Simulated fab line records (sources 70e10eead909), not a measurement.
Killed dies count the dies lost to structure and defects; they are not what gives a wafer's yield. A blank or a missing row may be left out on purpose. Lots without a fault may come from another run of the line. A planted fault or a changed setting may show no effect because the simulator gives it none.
fab line records	flow nand-harc
[record] lots = 5	wafers = 15	last-day = 34
route steps=1302 shown A_CONTACT@1032 END@1302
lots that met no fault: taken from a fault-free run of the same line
start-h: start of the lot's first displayed wafer, in hours after the record's first day	wait-h: how many hours have passed since the lot's step before this one	" as in the row above	L1.1+2: a single row standing in for several wafers	- either no value or no given start	* or withheld: withheld	< > ~ a bound
route shown NAME@n: names a module that has steps shown in the file, with the first one's number in the route	usual: the fault-free wafers' mean and standard deviation	same: alike in all rows	chamber/n: place in a boat	sites: the reading at each site	_std_site: the standard deviation of these	_edge_site: inner sites' mean taken away from outer sites' mean	radius-mm: how far each site lies from the wafer's centre	mask NAME#n: copy n	behind: the tool/chamber that last shaped the wafer	hold: the reason the lot was held/the length of the hold in hours/how it ended	device: names the non-switching transistor (n, p or np)	end of line: tests of these same wafers at the route's end	a step without rows: its recipe alone	killed: dies lost to structure and defects at the first sort, not the wafer's yield	map: a wafer's dies, x killed, . not, _ none there
set.NAME: the setting that was run; set.NAME@STEP: the one run at that earlier step	model.NAME: the simulator's own value behind a step, which no gauge read
lots seen at some steps along the route; tables by step, rows by wafer
services: a tool's chamber out of use, with start hour (start-h, from the record's first day; less than 0 if before it), hours out, and reason
[[steps]]
[step NHARC_A_CONTACT_COAT_62]
[recipe] temp-c = 225	time-s = 65
[step NHARC_A_CONTACT_COAT_63]
[recipe] spin-rpm = 1500	resist-thk-nm = 90
[step NHARC_A_CONTACT_SOFTBAKE_64]
[recipe] temp-c = 105	time-s = 55
[step NHARC_A_CONTACT_EBR_65]
[step NHARC_A_CONTACT_EXPOSE_66]
[recipe] na = 1.35	sigma-outer = 0.8	dose-mj = 59.02	mask-id = A_CC_2
[step NHARC_A_CONTACT_PEB_67]
[recipe] peb-temp-c = 100	peb-time-s = 65
[step NHARC_A_CONTACT_DEVELOP_68]
[recipe] develop-time-s = 35	dev-temp-c = 23
[step NHARC_A_CONTACT_CD_MEAS_69]
[recipe] target-cd-nm = 300	landing-energy-ev = 500
[usual] cd-nm = 300.2/0.64
lot.wafer	tool	chamber	start-h	wait-h	cd-nm
L143.2	cd-sem-03	0	504.35	-	299.7
L143.5	"	0	"	"	299.3
L143.6	"	0	"	"	299.6
L145.3	cd-sem-01	0	533.00	-	301.0
L145.5	"	0	"	"	301.1
L145.6	"	0	"	"	300.6
L156.2	cd-sem-03	0	633.44	-	301.5
L156.5	"	0	"	"	301.1
L156.6	"	0	"	"	302.2
L159.1	cd-sem-03	0	662.70	-	300.4
L159.2	"	0	"	"	300.4
L159.4	"	0	"	"	300.9
L165.1	cd-sem-02	0	740.99	-	299.4
L165.3	"	0	"	"	300.1
L165.4	"	0	"	"	300.2
[step NHARC_A_CONTACT_OVL_MEAS_70]
[usual] overlay-x-nm = 0.1/0.86	overlay-y-nm = 0.0/0.78
lot.wafer	tool	chamber	start-h	wait-h	overlay-x-nm	overlay-y-nm
L143.2	overlay-02	-	504.44	-	0.6	0.4
L143.5	"	-	"	"	0.5	0.2
L143.6	"	-	"	"	-0.1	0.4
L145.3	overlay-02	-	533.08	-	-0.8	-1.4
L145.5	"	-	"	"	-0.8	-1.5
L145.6	"	-	"	"	-0.7	-1.7
L156.2	overlay-02	-	633.55	-	0.3	0.2
L156.5	"	-	"	"	0.0	0.5
L156.6	"	-	"	"	0.2	0.7
L159.1	overlay-02	-	662.79	-	0.7	-2.2
L159.2	"	-	"	"	0.1	-0.7
L159.4	"	-	"	"	0.0	-0.6
L165.1	overlay-01	-	741.07	-	-1.5	0.4
L165.3	"	-	"	"	-1.6	0.3
L165.4	"	-	"	"	-1.3	1.0
[step NHARC_A_CONTACT_INSPECT_71]
[usual] raw-defect-count = 81/33
lot.wafer	tool	chamber	start-h	wait-h	raw-defect-count
L143.2	defect-inspect-01	-	504.48	0.0	48
L143.5	"	-	"	"	61
L143.6	"	-	"	"	52
L145.3	defect-inspect-02	-	533.12	0.0	62
L145.5	"	-	"	"	66
L145.6	"	-	"	"	56
L156.2	defect-inspect-02	-	633.58	0.0	104
L156.5	"	-	"	"	106
L156.6	"	-	"	"	95
L159.1	defect-inspect-01	-	662.82	0.0	78
L159.2	"	-	"	"	76
L159.4	"	-	"	"	83
L165.1	defect-inspect-02	-	741.11	0.0	94
L165.3	"	-	"	"	82
L165.4	"	-	"	"	97
[step NHARC_A_CONTACT_DESCUM_74]
[recipe] time-s = 3	o2-flow-sccm = 200	ar-flow-sccm = 0	bias-power-w = 0	chemistry = O2
[step NHARC_A_CONTACT_ETCH_75]
[recipe] target-depth-a = 390	over-etch-frac = 0.3	time-s = 65	ion-energy-ev = 80	cf4-flow-sccm = 150	ar-flow-sccm = 0	rf-w = 300	bias-w = 100	chemistry = CF4
[step NHARC_A_CONTACT_ETCH_76]
[recipe] target-depth-a = 2600	over-etch-frac = 0.3	time-s = 475.3	ion-energy-ev = 200	n2-flow-sccm = 150	h2-flow-sccm = 150	ar-flow-sccm = 0	rf-w = 400	bias-w = 150	chemistry = N2/H2
[usual] bias-w = 149.9/0.45	drypump-motor-current-A = 5.64/0.29	mfc-ar-sccm = 0.007/0.008	oes-product-au = 0.998/0.011	rf-vpp-V = 430.4/2.6	showerhead-plenum-p-Torr = 2.04/0.089	throttle-valve-pct = 14.173/0.0087
[same] over-etch-frac = 0.3
lot.wafer	tool	chamber	start-h	wait-h	bias-w	drypump-motor-current-A	mfc-ar-sccm	oes-product-au	rf-hours-counter-h	rf-vpp-V	showerhead-plenum-p-Torr	throttle-valve-pct
L143.2	rie-diel-06	0	504.79	-	150.0	5.90	0.014	1.005	2	432.2	2.07	14.187
L143.6	"	0	"	"	149.5	5.90	0.014	1.001	-	430.7	2.07	14.178
L143.5	"	1	"	"	149.8	5.38	0.012	1.001	-	430.1	2.00	14.187
L145.3	rie-diel-01	3	533.35	-	149.7	5.15	0.012	0.967	58	433.3	2.08	14.174
L145.6	"	3	"	"	149.8	5.12	0.012	0.970	-	430.4	2.08	14.170
L145.5	"	0	"	"	150.5	6.18	0	0.990	-	427.7	1.94	14.165
L156.2	rie-diel-06	2	633.85	-	149.6	5.55	0	0.987	24	434.2	2.15	14.174
L156.6	"	1	"	"	149.7	5.38	0.012	0.988	-	428.6	2.00	14.169
L156.5	"	2	"	"	149.7	5.56	0	0.989	-	432.2	2.15	14.172
L159.4	rie-diel-13	2	663.08	-	149.4	5.49	0	0.991	44	433.1	2.14	14.168
L159.2	"	3	"	"	150.0	5.18	0.025	1.002	44	433.0	2.10	14.181
L159.1	"	0	"	"	150.5	6.29	0	1.004	42	425.2	1.88	14.177
L165.1	rie-diel-06	1	741.38	-	150.1	5.38	0.012	1.004	11	429.0	1.99	14.172
L165.4	"	2	"	"	150.7	5.57	0	1.027	9	434.7	2.15	14.178
L165.3	"	3	"	"	150.0	5.61	0	1.002	8	427.2	1.91	14.173
[step NHARC_A_CONTACT_ETCH_77]
[recipe] target-depth-a = 1089	time-s = 54.5	cf4-flow-sccm = 100	chf3-flow-sccm = 30	ar-flow-sccm = 0	rf-w = 500	bias-w = 200	chemistry = CF4/CHF3
[usual] bias-w = 200.0/0.61	drypump-motor-current-A = 5.63/0.28	mfc-ar-sccm = 0.007/0.008	oes-product-au = 0.938/0.023	rf-vpp-V = 370.5/2.3	showerhead-plenum-p-Torr = 1.57/0.062	throttle-valve-pct = 16.802/0.0086
lot.wafer	tool	chamber	start-h	wait-h	bias-w	drypump-motor-current-A	mfc-ar-sccm	oes-product-au	rf-hours-counter-h	rf-vpp-V	showerhead-plenum-p-Torr	throttle-valve-pct
L143.2	rie-diel-06	1	-	-	200.3	5.39	0.012	0.925	3	368.7	1.55	16.808
L143.5	"	2	"	"	199.6	5.57	0	0.921	-	373.3	1.66	16.804
L143.6	"	1	"	"	199.6	5.38	0.012	0.917	-	370.2	1.55	16.808
L145.3	rie-diel-01	3	-	-	200.2	5.15	0.012	0.935	58	371.7	1.60	16.792
L145.5	"	2	"	"	201.7	5.65	0.026	0.964	-	368.5	1.51	16.792
L145.6	"	3	"	"	200.0	5.17	0.012	0.936	-	371.2	1.60	16.805
L156.2	rie-diel-06	0	-	-	199.7	5.90	0.014	0.925	24	370.5	1.59	16.817
L156.5	"	3	"	"	199.9	5.61	0	0.929	-	367.0	1.49	16.811
L156.6	"	0	"	"	199.7	5.90	0.014	0.926	-	371.1	1.59	16.810
L159.2	rie-diel-13	1	-	-	200.0	6.13	0	0.935	44	372.9	1.65	16.788
L159.1	"	2	"	"	200.5	5.47	0	0.924	45	373.1	1.64	16.820
L159.4	"	3	"	"	199.2	5.15	0.025	0.930	44	371.3	1.62	16.791
L165.4	rie-diel-06	2	-	-	200.3	5.54	0	0.938	9	373.6	1.65	16.797
L165.3	"	0	"	"	200.1	5.91	0.014	0.924	9	371.2	1.59	16.792
L165.1	"	1	"	"	199.4	5.35	0.012	0.910	11	371.3	1.54	16.808
[step NHARC_A_CONTACT_ETCH_78]
[recipe] target-depth-a = 53000	over-etch-frac = 0.3	time-s = 1378	ion-energy-ev = 150	o2-flow-sccm = 400	cos-flow-sccm = 20	ar-flow-sccm = 0	rf-w = 500	bias-w = 300	chemistry = O2/COS
[step NHARC_A_CONTACT_ETCH_124]
[recipe] source-w = withheld	pressure-mtorr = 20	bias-v = withheld	time-s = 140	target-depth-a = 7000	ar-flow-sccm = withheld	c4f8-flow-sccm = withheld	o2-flow-sccm = withheld	chemistry = C4F8/O2/Ar
[step NHARC_A_CONTACT_ETCH_125]
[recipe] source-w = withheld	pressure-mtorr = 20	bias-v = 3000	time-s = 197	target-depth-a = 19180	ar-flow-sccm = withheld	c4f8-flow-sccm = withheld	o2-flow-sccm = withheld	chemistry = C4F8/O2/Ar
[step NHARC_A_CONTACT_ETCH_126]
[recipe] source-w = withheld	pressure-mtorr = 20	bias-v = 3000	time-s = 197	target-depth-a = 19180	ar-flow-sccm = withheld	c4f8-flow-sccm = withheld	o2-flow-sccm = withheld	chemistry = C4F8/O2/Ar
lot.wafer	tool	chamber	start-h	wait-h	rf-hours-counter-h
L143.2	har-cap-etch-02	0	506.76	0.1	84
L143.5	"	0	"	"	-
L143.6	"	1	"	"	-
L145.3	har-cap-etch-02	1	535.19	0.1	-
L145.6	"	0	"	"	-
L145.5	"	1	"	"	-
L156.2	har-cap-etch-02	1	635.75	0.2	110
L156.6	"	0	"	"	-
L156.5	"	1	"	"	-
L159.1	har-cap-etch-02	1	664.84	0.1	115
L159.2	"	0	"	"	115
L159.4	"	0	"	"	-
L165.1	har-cap-etch-03	1	743.24	0.2	87
L165.3	"	0	"	"	-
L165.4	"	1	"	"	-
[step NHARC_A_CONTACT_ETCH_127]
[recipe] source-w = withheld	pressure-mtorr = 20	bias-v = 3000	time-s = 197	target-depth-a = 19180	ar-flow-sccm = withheld	c4f8-flow-sccm = withheld	o2-flow-sccm = withheld	chemistry = C4F8/O2/Ar
[step NHARC_A_CONTACT_ETCH_128]
[recipe] source-w = withheld	pressure-mtorr = 20	bias-v = 3000	time-s = 197	target-depth-a = 19180	ar-flow-sccm = withheld	c4f8-flow-sccm = withheld	o2-flow-sccm = withheld	chemistry = C4F8/O2/Ar
[step NHARC_A_CONTACT_ETCH_129]
[recipe] source-w = withheld	pressure-mtorr = 20	bias-v = 3000	time-s = 197	target-depth-a = 19180	ar-flow-sccm = withheld	c4f8-flow-sccm = withheld	o2-flow-sccm = withheld	chemistry = C4F8/O2/Ar
[step NHARC_A_CONTACT_ETCH_130]
[recipe] source-w = withheld	pressure-mtorr = 20	bias-v = 3000	time-s = 197	target-depth-a = 19180	ar-flow-sccm = withheld	c4f8-flow-sccm = withheld	o2-flow-sccm = withheld	chemistry = C4F8/O2/Ar
[step NHARC_A_CONTACT_ETCH_131]
[recipe] source-w = withheld	pressure-mtorr = 20	bias-v = 3000	time-s = 197	target-depth-a = 19180	ar-flow-sccm = withheld	c4f8-flow-sccm = withheld	o2-flow-sccm = withheld	chemistry = C4F8/O2/Ar
[step NHARC_A_CONTACT_ETCH_132]
[recipe] source-w = withheld	pressure-mtorr = 20	bias-v = 3000	time-s = 197	target-depth-a = 19240	ar-flow-sccm = withheld	c4f8-flow-sccm = withheld	o2-flow-sccm = withheld	chemistry = C4F8/O2/Ar
[step NHARC_A_CONTACT_ETCH_133]
[recipe] source-w = withheld	pressure-mtorr = 20	bias-v = 400	time-s = 374	target-depth-a = 16100	ar-flow-sccm = withheld	c4f8-flow-sccm = 11.5	o2-flow-sccm = 7.2	chemistry = C4F8/O2/Ar
lot.wafer	tool	chamber	start-h	wait-h	rf-hours-counter-h
L143.2	har-cap-etch-02	0	507.99	0.1	85
L143.5	"	0	"	"	-
L143.6	"	1	"	"	-
L145.3	har-cap-etch-02	1	536.55	0.3	-
L145.6	"	0	"	"	-
L145.5	"	1	"	"	-
L156.2	har-cap-etch-02	1	637.14	0.2	111
L156.6	"	0	"	"	-
L156.5	"	1	"	"	-
L159.1	har-cap-etch-02	1	666.08	0.1	116
L159.2	"	0	"	"	116
L159.4	"	0	"	"	-
L165.1	har-cap-etch-03	1	744.94	0.3	88
L165.3	"	0	"	"	-
L165.4	"	1	"	"	-
[step NHARC_A_CONTACT_ETCH_91]
[recipe] target-depth-a = 400	over-etch-frac = 0.5	time-s = 85.7	ion-energy-ev = 120	ch3f-flow-sccm = 50	o2-flow-sccm = 30	ar-flow-sccm = 200	rf-w = 500	bias-w = 100	chemistry = CH3F/O2
[step NHARC_A_CONTACT_ETCH_97]
[recipe] target-depth-a = 200	over-etch-frac = 0.5	time-s = 10	ion-energy-ev = 250	c4f6-flow-sccm = 25	o2-flow-sccm = 20	ar-flow-sccm = 500	rf-w = 600	bias-w = 500	chemistry = C4F6/O2
[step NHARC_A_CONTACT_CD_MEAS_80]
[usual] cd-nm = 289.5/0.8
lot.wafer	tool	chamber	start-h	wait-h	cd-nm
L143.2	cd-sem-02	-	509.03	-	289.7
L143.5	"	-	"	"	288.9
L143.6	"	-	"	"	288.7
L145.3	cd-sem-03	-	537.35	-	291.0
L145.5	"	-	"	"	290.6
L145.6	"	-	"	"	290.0
L156.2	cd-sem-01	-	638.07	-	289.4
L156.5	"	-	"	"	290.1
L156.6	"	-	"	"	289.5
L159.1	cd-sem-02	-	667.08	-	288.8
L159.2	"	-	"	"	289.9
L159.4	"	-	"	"	290.1
L165.1	cd-sem-01	-	746.00	-	288.5
L165.3	"	-	"	"	289.2
L165.4	"	-	"	"	289.9
[step NHARC_A_CONTACT_STRIP_103]
[recipe] n2-flow-sccm = 150	h2-flow-sccm = 150	ar-flow-sccm = 0	bias-w = 0	chemistry = N2/H2
[step NHARC_A_CONTACT_STRIP_104]
[recipe] cf4-flow-sccm = 100	chf3-flow-sccm = 30	ar-flow-sccm = 0	bias-w = 0	chemistry = CF4/CHF3
[step NHARC_A_CONTACT_STRIP_105]
[recipe] o2-flow-sccm = 400	cos-flow-sccm = 20	ar-flow-sccm = 0	bias-w = 0	chemistry = O2/COS
[step NHARC_A_CONTACT_ETCH_106]
[recipe] target-depth-a = 900	overetch-a = 90	time-s = 49.5	ion-energy-ev = 100	cf4-flow-sccm = 80	o2-flow-sccm = 20	ar-flow-sccm = 0	rf-w = 300	bias-w = 100	chemistry = CF4/O2
[usual] bias-w = 100.0/0.31	drypump-motor-current-A = 5.6/0.32	mfc-ar-sccm = 0.008/0.0092	oes-product-au = 0.997/0.011	rf-vpp-V = 197.8/1.5	showerhead-plenum-p-Torr = 1.33/0.057	throttle-valve-pct = 13.398/0.0089
lot.wafer	tool	chamber	start-h	wait-h	bias-w	drypump-motor-current-A	mfc-ar-sccm	oes-product-au	rf-hours-counter-h	rf-vpp-V	showerhead-plenum-p-Torr	throttle-valve-pct
L143.2	rie-diel-01	0	509.33	0.1	99.8	6.2	0	0.993	42	195.7	1.27	13.401
L143.5	"	2	"	"	100.4	5.7	0.026	0.990	-	196.0	1.29	13.398
L143.6	"	3	"	"	100.5	5.1	0.012	0.966	-	198.9	1.36	13.405
L145.3	rie-diel-06	3	537.79	0.1	99.6	5.6	0	0.983	2	196.4	1.26	13.382
L145.6	"	1	"	"	100.3	5.4	0.012	0.996	-	196.0	1.31	13.389
L145.5	"	2	"	"	100.2	5.6	0	1.009	-	200.7	1.41	13.417
L156.2	rie-diel-06	1	638.37	0.1	100.0	5.4	0.012	0.999	25	197.0	1.31	13.398
L156.6	"	3	"	"	100.0	5.6	0	1.005	-	198.4	1.26	13.387
L156.5	"	0	"	"	100.3	5.9	0.014	0.995	-	197.3	1.35	13.414
L159.2	rie-diel-01	2	667.38	0.1	100.1	5.6	0.026	0.987	35	196.6	1.27	13.400
L159.1	"	3	"	"	99.6	5.1	0.012	0.990	33	198.2	1.35	13.397
L159.4	"	0	"	"	99.7	6.2	0	0.998	36	196.0	1.26	13.406
L165.1	rie-diel-06	0	746.29	0.1	100.0	5.9	0.014	1.004	10	198.1	1.35	13.407
L165.3	"	2	"	"	99.9	5.6	0	1.021	9	198.7	1.40	13.406
L165.4	"	3	"	"	100.6	5.6	0	0.998	9	196.6	1.26	13.399
[step NHARC_A_CONTACT_STRIP_82]
[recipe] o2-flow-sccm = 500	ar-flow-sccm = 0	bias-w = 0	chemistry = O2
[step NHARC_A_CONTACT_STRIP_83]
[recipe] time-s = 600	temp-c = 30	chemistry = post-etch-residue-remover
[step NHARC_A_CONTACT_DEP_84]
[recipe] target-thk-a = 28000	temp-c = 400	material = aC
[usual] throttle-valve-pct = 34.999/0.0091
lot.wafer	tool	chamber	start-h	wait-h	throttle-valve-pct
L143.2	acl-dep-01	0	510.26	-	35.003
L143.5	"	0	"	"	35.006
L143.6	"	0	"	"	34.993
L145.3	acl-dep-03	0	540.44	-	35.004
L145.5	"	0	"	"	34.980
L145.6	"	0	"	"	35.003
L156.2	acl-dep-03	0	645.13	-	35.018
L156.5	"	0	"	"	35.026
L156.6	"	0	"	"	34.986
L159.1	acl-dep-01	0	670.49	-	35.012
L159.2	"	0	"	"	34.994
L159.4	"	0	"	"	35.000
L165.1	acl-dep-01	0	749.24	-	34.986
L165.3	"	0	"	"	35.000
L165.4	"	0	"	"	35.004
[step NHARC_A_CONTACT_DEP_85]
[recipe] target-thk-a = 600	target-thk-nm = 60	temp-c = 400	pressure-torr = 3.5	flow-sccm = 200	rf-w = 350	material = SiON
[step NHARC_A_CONTACT_DEHYDRATE_00]
[recipe] temp-c = 150	time-s = 120
[step NHARC_A_CONTACT_HMDS_01]
[recipe] time-s = 30
[step NHARC_A_CONTACT_COAT_86]
[recipe] temp-c = 260	time-s = 75
[step NHARC_A_CONTACT_COAT_87]
[recipe] temp-c = 225	time-s = 65
[step NHARC_A_CONTACT_COAT_02]
[recipe] spin-rpm = 1500	resist-thk-nm = 90
[step NHARC_A_CONTACT_SOFTBAKE_03]
[recipe] temp-c = 105	time-s = 55
[step NHARC_END_SORT_01]
[recipe] temp-c = 25
[usual] killed-at-array = 58/19	killed-at-other = 1.1/1.2	killed-at-periphery = 3.8/2.4	killed-dies = 63/18	killed-open = 3.3/1.8	killed-short = 2.2/1.6
[same] gross-dies = 677
lot.wafer	tool	chamber	start-h	wait-h	killed-at-array	killed-at-other	killed-at-periphery	killed-dies	killed-open	killed-short
L143.2	prober-01	0	563.07	2.8	47	0	3	50	1	2
L143.5	prober-01	0	565.46	3.7	42	0	0	42	2	1
L143.6	prober-01	0	566.26	4.0	46	0	3	49	2	2
L156.2	prober-01	0	697.05	2.8	159	1	2	162	1	2
L156.5	prober-01	0	699.43	3.7	133	4	0	137	3	2
L159.1	prober-01	0	723.56	2.5	64	0	7	71	2	1
// killed by level:class
L143.2 A_SLIT:chamber-film-flake=23 A_CHANNEL_HOLE_D2:chamber-film-flake=8 A_CONTACT:chamber-film-flake=7 A_WL_FILL:chamber-film-flake=3 P_BONDPAD:chamber-film-flake=2 A_STAIRCASE:chamber-film-flake=2 A_CHANNEL_FILL_D2:geometric-particle:open=1 A_CHANNEL_FILL_D2:geometric-particle:short=1
L143.5 A_SLIT:chamber-film-flake=21 A_CHANNEL_HOLE_D2:chamber-film-flake=7 A_CONTACT:chamber-film-flake=5 A_STAIRCASE:chamber-film-flake=3 A_CHANNEL_HOLE_D1:chamber-film-flake=2 A_DECK1_JOINT:geometric-particle:open=1 A_BLC:geometric-particle:short=1 A_M0:geometric-particle:open=1
L143.6 A_SLIT:chamber-film-flake=26 A_CONTACT:chamber-film-flake=6 A_CHANNEL_HOLE_D2:chamber-film-flake=5 P_ZERO_WELL:chamber-film-flake=2 A_WL_FILL:chamber-film-flake=2 A_CHANNEL_FILL_D1:geometric-particle:short=1 A_ONON_D2:geometric-particle:open=1 A_SGD_CUT:geometric-particle:short=1
L156.2 A_CONTACT:unspecified=85 A_SLIT:chamber-film-flake=31 A_CHANNEL_HOLE_D2:chamber-film-flake=21 A_CHANNEL_HOLE_D1:chamber-film-flake=6 A_CONTACT:chamber-film-flake=6 A_WL_FILL:chamber-film-flake=3 A_STAIRCASE:chamber-film-flake=2 P_STI:geometric-particle:open=1
L156.5 A_CONTACT:unspecified=75 A_SLIT:chamber-film-flake=27 A_CHANNEL_HOLE_D2:chamber-film-flake=11 A_CONTACT:chamber-film-flake=5 A_CHANNEL_HOLE_D1:chamber-film-flake=4 THIN_TSV:chamber-film-flake=4 A_M1:chamber-film-flake=3 A_ONON_D1:geometric-particle:short=1
L159.1 A_SLIT:chamber-film-flake=30 A_CHANNEL_HOLE_D1:chamber-film-flake=10 A_STAIRCASE:chamber-film-flake=8 A_CHANNEL_HOLE_D2:chamber-film-flake=6 A_CONTACT:chamber-film-flake=6 P_CONTACT:chamber-film-flake=4 P_M2:chamber-film-flake=2 A_CHANNEL_FILL_D1:geometric-particle:short=1
// map L156.2 (x killed, . not)
____________.____________
_________......._________
_______.........x._______
______........x....______
_____...x.xxxx......_____
____........xxxx.....____
____.......xxxxx.....____
___xx.....xxxxx.x.....___
___........x.x.xx.....___
__.....x.....x..x.x....__
__x..x..x.x....x.......__
_...x..........x........_
_.......xx...xxxxxx....._
_.....xxxxx.xxxxxxx....._
_.x.....xxxx.xxxxxx....._
_.....x.xxxxxxxxxxxx.x.._
.......x.xxxxxxxxxxx.....
.......xxxxxxxxxxxx......
.......x.x.xxxxxxxxx.....
.........xx.xxxxxxx......
.........xxxxxxxxxxx.....
_...........xxxxxxx....._
_.........x.xx.xxxxx...._
_....x...........x......_
_......................._
_.........x............._
__.........x...........__
__......x.......x......__
___...................___
___...................___
____.................____
____.................____
_____..............._____
______...........x.______
_______..........x_______
_________......._________
____________.____________
// map L143.2 (x killed, . not)
____________.____________
_________.x....._________
_______...x...x..._______
______.............______
_____.x........x...._____
____.........xx......____
____.......xx.x......____
___........xxx.....x..___
___......x..xxxx......___
__......x...x.x...x....__
__.......x.xxx.........__
_............x...x......_
_........xx............._
_.............x........._
_........x......x......._
_..........x.x.........._
..........x..............
..x....x...x.............
...x.....................
...x.....................
............x............
_....x.................._
_.......x..............._
_......................._
_......................x_
_......................._
__............x........__
__.....................__
___...................___
___x..................___
____.................____
____.................____
_____..............._____
______.............______
_______......x.x.._______
_________......._________
____________.____________
[[services]]
tool	chamber	start-h	hours	kind
rie-diel-06	-	484.20	9.0	pm
rie-diel-06	0	484.20	9.0	vent-cycle
rie-diel-06	1	484.20	9.0	vent-cycle
har-cap-etch-03	-	486.02	0.5	repair
acl-dep-03	-	487.04	13.0	pm
rie-diel-13	1	492.24	6.6	repair
rie-diel-13	0	495.00	16.7	repair
rie-diel-06	3	498.17	35.2	repair
rie-diel-13	-	519.06	9.0	pm
rie-diel-06	-	548.65	3.7	repair
acl-dep-01	-	553.40	13.0	pm
rie-diel-01	-	557.90	9.0	pm
rie-diel-01	-	602.36	3.7	repair
rie-diel-13	0	622.90	4.5	repair
rie-diel-06	-	661.20	9.0	pm
acl-dep-03	-	666.50	4.7	repair
rie-diel-01	1	684.60	2.9	repair
rie-diel-13	3	696.02	6.8	repair
rie-diel-13	-	696.06	9.0	pm
rie-diel-06	0	711.70	2.8	repair
rie-diel-13	3	717.71	16.0	repair
acl-dep-01	-	734.40	13.0	pm
rie-diel-01	-	734.90	9.0	pm
rie-diel-13	0	739.94	11.8	repair
[[key]]
[first-sign] step = NHARC_END_SORT_01	reading = killed-dies	direction = up	sigmas = 4.7	usual = 63	struck = 150
[effect] step = NHARC_END_SORT_01	reading = killed-at-array	direction = up	sigmas = 4.6	usual = 58	struck = 146
[more-kills-born-at] NHARC_A_CONTACT_ETCH_76@rie-diel-06 = 160
met-at NHARC_A_CONTACT_ETCH_76
struck-wafers L156.2,L156.5
tester-left-out L156
[fault] kind = chamber-particle-source	tool = rie-diel-06	chamber = 2	onset-h = 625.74	steps = NHARC_A_CONTACT_ETCH_76	rate-per-visit-cm2 = 0.80633	end-h = 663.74
// tester-left-out: of these lots the tester's yield and bins aren't shown, on N5 and GAA mostly nor the transistor test; their killed dies are dies lost to structure and defects alone, not to doping, threshold or leakage, so they don't give the yield
